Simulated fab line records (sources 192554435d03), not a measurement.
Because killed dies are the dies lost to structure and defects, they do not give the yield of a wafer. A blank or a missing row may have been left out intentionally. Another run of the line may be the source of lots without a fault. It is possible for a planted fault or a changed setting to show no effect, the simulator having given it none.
Matching of chambers || flow n5-finfet || N5_BEOL_M3_ALD_84 on ald-metal-03: 4 sister chambers
The step deposits TaN, pulse time 2 s, purge time 3 s, co reactant purge time 2 s. 4 wafers are shown with their chamber, then 7 later ones without.

## WAFERS PAIRED WITH THEIR CHAMBERS
{"wafer": "L084.1", "chamber": 3, "heater-power-outer-w (W)": 225}
{"wafer": "L090.3", "chamber": 0, "heater-power-outer-w (W)": 260}
{"wafer": "L092.1", "chamber": 1, "heater-power-outer-w (W)": 238}
{"wafer": "L092.2", "chamber": 2, "heater-power-outer-w (W)": 271}

## WAFERS WITHOUT THEIR CHAMBER
{"wafer": "L092.4", "heater-power-outer-w (W)": 264}
{"wafer": "L095.1", "heater-power-outer-w (W)": 264}
{"wafer": "L095.2", "heater-power-outer-w (W)": 269}
{"wafer": "L095.6", "heater-power-outer-w (W)": 249}
{"wafer": "L096.1", "heater-power-outer-w (W)": 259}
{"wafer": "L096.2", "heater-power-outer-w (W)": 264}
{"wafer": "L096.5", "heater-power-outer-w (W)": 247}

## CHAMBER TAKEN BY EACH
{"wafer": "L092.4", "from the rows above": "can't be placed: 0 or 2", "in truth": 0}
{"wafer": "L095.1", "from the rows above": "can't be placed: 0 or 2", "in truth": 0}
{"wafer": "L095.2", "from the rows above": "can't be placed: 2 or 0", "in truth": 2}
{"wafer": "L095.6", "from the rows above": "can't be placed: 0 or 1 or 2", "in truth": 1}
{"wafer": "L096.1", "from the rows above": "can't be placed: 0 or 2", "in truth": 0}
{"wafer": "L096.2", "from the rows above": "can't be placed: 0 or 2", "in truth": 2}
{"wafer": "L096.5", "from the rows above": "can't be placed: 1 or 0", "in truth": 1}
0 of 7 placed correctly. Can't be placed from these rows: 7 (the true chamber is among the candidates in 7). 0 placed wrongly.
How it was worked out, from the rows above alone: a wafer's distance from a chamber is the root of the sum, over the readings, of the square of ((its reading less the chamber's mean) divided by the reading's scatter). If the next closest chamber is less than 2 further off than the closest, the wafer can't be placed; otherwise it belongs to the closest. For every chamber, the mean is computed from those of its wafers that are shown. The scatter: root of mean squared gap, hidden wafer to nearest shown wafer, with one shown wafer a chamber.
